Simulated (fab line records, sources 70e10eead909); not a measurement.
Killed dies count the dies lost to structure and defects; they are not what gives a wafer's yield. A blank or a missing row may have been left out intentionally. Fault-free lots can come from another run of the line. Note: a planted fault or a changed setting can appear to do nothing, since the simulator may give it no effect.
Chamber matching + flow nand_harc + 4 sister chambers for NHARC_P_M2_DESCUM_14 on rie_diel-05
The step chemistry O2, time 3 s. 7 wafers are shown with their chamber, then 7 later ones without.

WAFERS WITH THEIR CHAMBER
| wafer  | chamber | oes_product_au (a.u.) | rf_vpp_V (V) |
|--------|---------|-----------------------|--------------|
| L554.6 | 3       | 1.002                 | 57.9         |
| L555.4 | 0       | 1.003                 | 55.6         |
| L559.3 | 1       | 0.999                 | 58.1         |
| L559.4 | 0       | 0.996                 | 57.9         |
| L559.6 | 1       | 1.004                 | 57.9         |
| L568.1 | 2       | 0.985                 | 58.2         |
| L568.4 | 3       | 0.998                 | 58.2         |

WAFERS WHOSE CHAMBER IS MISSING
| wafer  | oes_product_au (a.u.) | rf_vpp_V (V) |
|--------|-----------------------|--------------|
| L568.5 | 0.983                 | 57.2         |
| L569.1 | 0.997                 | 58.7         |
| L569.2 | 0.997                 | 57.3         |
| L569.4 | 1.006                 | 56.9         |
| L573.2 | 0.991                 | 58.5         |
| L573.3 | 0.991                 | 58.2         |
| L573.4 | 0.995                 | 58.0         |

THE CHAMBER EACH PASSED THROUGH
| wafer  | from the rows above               | in truth                   |
|--------|-----------------------------------|----------------------------|
| L568.5 | 2                                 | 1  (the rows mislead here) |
| L569.1 | can't be placed: 3 or 1 or 0      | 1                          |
| L569.2 | can't be placed: 0 or 3 or 1      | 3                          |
| L569.4 | can't be placed: 1 or 0 or 3      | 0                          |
| L573.2 | can't be placed: 2 or 3 or 1 or 0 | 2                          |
| L573.3 | can't be placed: 2 or 3 or 0 or 1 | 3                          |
| L573.4 | can't be placed: 3 or 1 or 0 or 2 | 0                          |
Correctly placed: 0 of 7. These rows do not allow placing 6 (true chamber among the candidates in 6). 1 placed wrongly.
How it was worked out, from the rows above alone: a wafer's distance from a chamber is the root of the sum, over the readings, of the square of ((its reading less the chamber's mean) divided by the reading's scatter). If the next closest chamber is less than 2 further off than the closest, the wafer can't be placed; otherwise it belongs to the closest. A chamber's mean is the mean of its shown wafers. How the scatter is found: for the shown wafers, subtract from each reading the mean of its chamber, square and add these, divide the total by (wafers less chambers), then take the root.
